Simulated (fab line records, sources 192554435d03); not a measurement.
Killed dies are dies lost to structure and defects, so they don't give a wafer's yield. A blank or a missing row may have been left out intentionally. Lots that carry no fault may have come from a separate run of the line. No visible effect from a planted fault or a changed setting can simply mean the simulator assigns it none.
Chamber matching || flow n5Finfet || pecvd-01 running N5_FIN_SAQP_HM_DEP_03: 3 sister chambers
The step deposits SiNx from SiH4/NH3/N2, target thk 38 nm, time 33.6 s. 3 wafers are shown with their chamber, then 7 later ones without.

== WAFERS, EACH WITH ITS CHAMBER ==
{"wafer": "L083.3", "chamber": 2, "throttleValvePct (%)": 37.1}
{"wafer": "L086.2", "chamber": 0, "throttleValvePct (%)": 38.2}
{"wafer": "L086.4", "chamber": 1, "throttleValvePct (%)": 41.4}

== WAFERS MISSING THEIR CHAMBER ==
{"wafer": "L086.6", "throttleValvePct (%)": 38.3}
{"wafer": "L090.2", "throttleValvePct (%)": 38.2}
{"wafer": "L090.3", "throttleValvePct (%)": 41.3}
{"wafer": "L090.5", "throttleValvePct (%)": 37.3}
{"wafer": "L097.2", "throttleValvePct (%)": 41.3}
{"wafer": "L097.4", "throttleValvePct (%)": 41.7}
{"wafer": "L097.5", "throttleValvePct (%)": 38.4}

== EACH ONE'S CHAMBER ==
{"wafer": "L086.6", "from the rows above": 0, "in truth": 0}
{"wafer": "L090.2", "from the rows above": 0, "in truth": 0}
{"wafer": "L090.3", "from the rows above": 1, "in truth": 1}
{"wafer": "L090.5", "from the rows above": 2, "in truth": 2}
{"wafer": "L097.2", "from the rows above": 1, "in truth": 1}
{"wafer": "L097.4", "from the rows above": 1, "in truth": 1}
{"wafer": "L097.5", "from the rows above": 0, "in truth": 0}
7 of 7 placed correctly. Can't be placed from these rows: 0. 0 placed wrongly.
How it was worked out, from the rows above alone: a wafer's distance from a chamber is the root of the sum, over the readings, of the square of ((its reading less the chamber's mean) divided by the reading's scatter). If the next closest chamber is less than 2 further off than the closest, the wafer can't be placed; otherwise it belongs to the closest. A chamber's mean is the mean of its shown wafers. The scatter: with one shown wafer a chamber, the root of the mean of the squares of how far each hidden wafer lies from its nearest shown one.
